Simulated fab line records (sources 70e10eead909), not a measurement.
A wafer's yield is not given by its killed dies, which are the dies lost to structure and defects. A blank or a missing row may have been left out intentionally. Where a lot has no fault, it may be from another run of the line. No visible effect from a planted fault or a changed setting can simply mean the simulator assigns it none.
Matching of chambers || flow nandHarc || rieDiel-06 running NHARC_A_BLC_STRIP_21: 4 sister chambers
The step strips in O2. 4 wafers are shown with their chamber, then 12 later ones without.

== EACH WAFER AND ITS CHAMBER ==
{"wafer": "L087.6", "chamber": 0, "drypumpMotorCurrentA (A)": 5.6}
{"wafer": "L091.4", "chamber": 1, "drypumpMotorCurrentA (A)": 6.2}
{"wafer": "L093.3", "chamber": 3, "drypumpMotorCurrentA (A)": 5.1}
{"wafer": "L093.5", "chamber": 2, "drypumpMotorCurrentA (A)": 5.0}

== WAFERS WITHOUT THEIR CHAMBER ==
{"wafer": "L092.3", "drypumpMotorCurrentA (A)": 5.6}
{"wafer": "L092.4", "drypumpMotorCurrentA (A)": 6.2}
{"wafer": "L092.5", "drypumpMotorCurrentA (A)": 4.9}
{"wafer": "L094.2", "drypumpMotorCurrentA (A)": 5.6}
{"wafer": "L094.3", "drypumpMotorCurrentA (A)": 5.1}
{"wafer": "L094.4", "drypumpMotorCurrentA (A)": 5.0}
{"wafer": "L096.1", "drypumpMotorCurrentA (A)": 5.1}
{"wafer": "L096.2", "drypumpMotorCurrentA (A)": 6.2}
{"wafer": "L096.5", "drypumpMotorCurrentA (A)": 5.0}
{"wafer": "L097.2", "drypumpMotorCurrentA (A)": 5.0}
{"wafer": "L097.4", "drypumpMotorCurrentA (A)": 5.0}
{"wafer": "L097.6", "drypumpMotorCurrentA (A)": 5.0}

== CHAMBER TAKEN BY EACH ==
{"wafer": "L092.3", "from the rows above": 0, "in truth": 0}
{"wafer": "L092.4", "from the rows above": 1, "in truth": 1}
{"wafer": "L092.5", "from the rows above": 2, "in truth": 2}
{"wafer": "L094.2", "from the rows above": 0, "in truth": 0}
{"wafer": "L094.3", "from the rows above": 3, "in truth": 3}
{"wafer": "L094.4", "from the rows above": 2, "in truth": 2}
{"wafer": "L096.1", "from the rows above": 3, "in truth": 3}
{"wafer": "L096.2", "from the rows above": 1, "in truth": 1}
{"wafer": "L096.5", "from the rows above": 2, "in truth": 2}
{"wafer": "L097.2", "from the rows above": 2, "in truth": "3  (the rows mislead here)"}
{"wafer": "L097.4", "from the rows above": 2, "in truth": 2}
{"wafer": "L097.6", "from the rows above": 2, "in truth": 2}
Correctly placed: 11 of 12. Not placeable from these rows: 0. Number placed wrongly: 1.
How it was worked out, from the rows above alone: a wafer's distance from a chamber is the root of the sum, over the readings, of the square of ((its reading less the chamber's mean) divided by the reading's scatter). If the next closest chamber is less than 2 further off than the closest, the wafer can't be placed; otherwise it belongs to the closest. Each chamber's mean is taken over the wafers shown for it. The scatter: with one shown wafer a chamber, the root of the mean of the squares of how far each hidden wafer lies from its nearest shown one.
